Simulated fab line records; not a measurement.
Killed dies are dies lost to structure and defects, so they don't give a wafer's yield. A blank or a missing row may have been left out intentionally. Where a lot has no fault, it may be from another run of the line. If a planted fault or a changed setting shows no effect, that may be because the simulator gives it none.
Matching of chambers    flow n5Finfet    cmp-02 running N5_BEOL_M6_CMP_52: 4 sister chambers
The step polishes, stops on SiCOH lowk, t overpolish 6.9 s, target thk 80 nm. 8 wafers are shown with their chamber, then 11 later ones without.

WAFERS WITH THEIR CHAMBER
wafer   chamber  motorCurrentA (A)  timeToEndpointS (s)
L077.6  0        5.0                57
L078.5  1        6.1                59
L080.1  0        5.2                57
L080.3  2        6.0                56
L081.1  1        6.0                57
L084.4  2        5.9                59
L084.5  3        5.3                63
L090.3  3        5.0                58

WAFERS MISSING THEIR CHAMBER
wafer   motorCurrentA (A)  timeToEndpointS (s)
L090.4  5.9                54
L090.6  6.3                56
L091.1  5.2                60
L091.3  6.0                61
L091.4  6.2                54
L092.2  6.2                60
L092.4  5.2                63
L092.6  5.0                62
L094.1  6.0                60
L094.4  5.1                62
L094.6  5.3                62

WHICH CHAMBER EACH ONE RAN IN
wafer   from the rows above      in truth
L090.4  can't be placed: 2 or 1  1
L090.6  can't be placed: 1 or 2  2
L091.1  can't be placed: 3 or 0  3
L091.3  can't be placed: 1 or 2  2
L091.4  can't be placed: 1 or 2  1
L092.2  can't be placed: 1 or 2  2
L092.4  can't be placed: 3 or 0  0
L092.6  can't be placed: 3 or 0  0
L094.1  can't be placed: 1 or 2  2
L094.4  can't be placed: 3 or 0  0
L094.6  can't be placed: 3 or 0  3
Correctly placed: 0 of 11. Can't be placed from these rows: 11 (the true chamber is among the candidates in 11). Wrongly placed: 0.
How it was worked out, from the rows above alone: a wafer's distance from a chamber is the root of the sum, over the readings, of the square of ((its reading less the chamber's mean) divided by the reading's scatter). If the next closest chamber is less than 2 further off than the closest, the wafer can't be placed; otherwise it belongs to the closest. The mean given for a chamber averages the wafers shown for that chamber. The scatter: the root of (the sum of the squares of (reading less its chamber's mean) over the shown wafers, divided by (wafers less chambers)).
